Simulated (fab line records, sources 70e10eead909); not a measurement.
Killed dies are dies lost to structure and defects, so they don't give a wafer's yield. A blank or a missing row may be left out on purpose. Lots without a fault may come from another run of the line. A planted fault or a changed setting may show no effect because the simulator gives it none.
A struck lot beside a sound one | flow nand_harc | 15 steps out of a route of 1302
Sound: wafers L644.3, L644.4, L644.5. Struck: wafers L651.1, L651.5, L651.6. The cause comes at the end.
At each step with rows: each side's tool, then ch and its chambers, then its first start. Under that, the readings that differ: sound wafers | struck wafers | difference of the means | sigmas: that difference in standard deviations of wafers without a fault.
alike: readings whose means differ by less than 2 such deviations, and words and numbers that are the same on both sides. not compared: withheld readings, readings that some wafer has no value for, bounds like >300 that may hide the same value, and numbers for which the record gives no deviation and whose values overlap.
The two part at a step that has a row with sigmas, a row that says differs or no value, or rows on one side only. Numbers that don't overlap but have no deviation are shown without sigmas and don't part them. A reading that every wafer of one side lacks parts them only if that side has two wafers or more.

first, 1 step without rows for these wafers: NHARC_A_BONDPAD_ETCH_34 (etches the open film in N2/H2, target depth 60 nm, overetch 18 nm, time 65.91 s).
NHARC_A_BONDPAD_ETCH_12: etches the open film in CHF3/O2, target depth 220 nm, time 110 s.
  sound on rie_diel-08 ch 0,1; struck on rie_diel-04 ch 2,3
  reading               | sound             | struck            | difference | sigmas
  chf3_flow_sccm (sccm) | 50.41 50.14 50.47 | 49.87 49.91 50.12 | -0.37      | -2
  oes_product_au (a.u.) | 0.975 0.973 0.978 | 0.913 0.912 0.930 | -0.057     | -3
  alike: drypump_motor_current_A, rf_vpp_V, showerhead_plenum_p_Torr, throttle_valve_pct
  not compared: rf_hours_counter_h
NHARC_A_BONDPAD_CD_MEAS_13:
  sound on cd_sem-01, day 24 15:50; struck on cd_sem-03, day 28 13:20
  alike: cd_nm
NHARC_A_BONDPAD_STRIP_15: strips in O2.
  sound on rie_diel-04 ch 1,3, day 24 15:54; struck on rie_diel-04 ch 0,1, day 28 13:26
  alike: drypump_motor_current_A, oes_product_au, rf_vpp_V, showerhead_plenum_p_Torr, throttle_valve_pct
  not compared: rf_hours_counter_h
then, 2 steps without rows for these wafers: NHARC_A_BONDPAD_ETCH_24 (etches the open film in CF4/N2, target depth 30 nm, time 72.99 s); NHARC_A_BONDPAD_STRIP_16 (strips in post etch residue remover, time 600 s).
NHARC_A_BONDPAD_DEGAS_25: time 60 s.
  sound on pvd_sputter-01, day 24 16:28; struck on pvd_sputter-02, day 28 13:59
  alike: heater_power_w
then, 1 step without rows for these wafers: NHARC_A_BONDPAD_PRE_CLEAN_26 (time 30 s).
NHARC_A_BONDPAD_PVD_17: deposits TaN, target thk 5 nm, time 8.06 s.
  sound on pvd_sputter-01; struck on pvd_sputter-02
  reading                | sound          | struck         | difference | sigmas
  throttle_valve_pct (%) | 27.6 28.6 28.6 | 29.9 30.1 30.1 | +1.8       | +2
NHARC_A_BONDPAD_PVD_27: deposits Cu, target thk 30 nm, time 20.49 s.
  sound on pvd_sputter-01; struck on pvd_sputter-02
  alike: throttle_valve_pct
then, 2 steps without rows for these wafers: NHARC_A_BONDPAD_ECD_18 (material Cu, target thk 400 nm); NHARC_A_BONDPAD_ANNEAL_28 (time 90 s).
NHARC_A_BONDPAD_CMP_19: polishes, t overpolish 30 s, cu recess touch 16 s, target thk 169.82 nm.
  sound on cmp-02 ch 1,2,3, day 24 17:34; struck on cmp-04 ch 2,3, day 28 15:05
  no value came back on the struck wafers for cu_recess_touch_s (s), edge_zone_pressure_frac, motor_current_A (A), overpolish_run_s (s); on the sound wafers cu_recess_touch_s (s) reads 16 16 16
NHARC_A_BONDPAD_THK_MEAS_20: measures by xrf.
  sound on film_metro-02, day 24 17:51; struck on film_metro-02, day 28 15:34
  reading     | sound             | struck            | difference | sigmas
  thk_nm (nm) | 170.5 169.7 170.8 | 405.8 402.1 404.6 | +233.8     | +99 or more
  not compared: hold
NHARC_END_SORT_01:
  the record has rows for the sound wafers here (prober-01 ch 0, day 26 00:28) and none for the struck ones

WHERE THEY PART
First at NHARC_A_BONDPAD_ETCH_12; last, within this record, at NHARC_END_SORT_01.

WHY: what the simulator had put in
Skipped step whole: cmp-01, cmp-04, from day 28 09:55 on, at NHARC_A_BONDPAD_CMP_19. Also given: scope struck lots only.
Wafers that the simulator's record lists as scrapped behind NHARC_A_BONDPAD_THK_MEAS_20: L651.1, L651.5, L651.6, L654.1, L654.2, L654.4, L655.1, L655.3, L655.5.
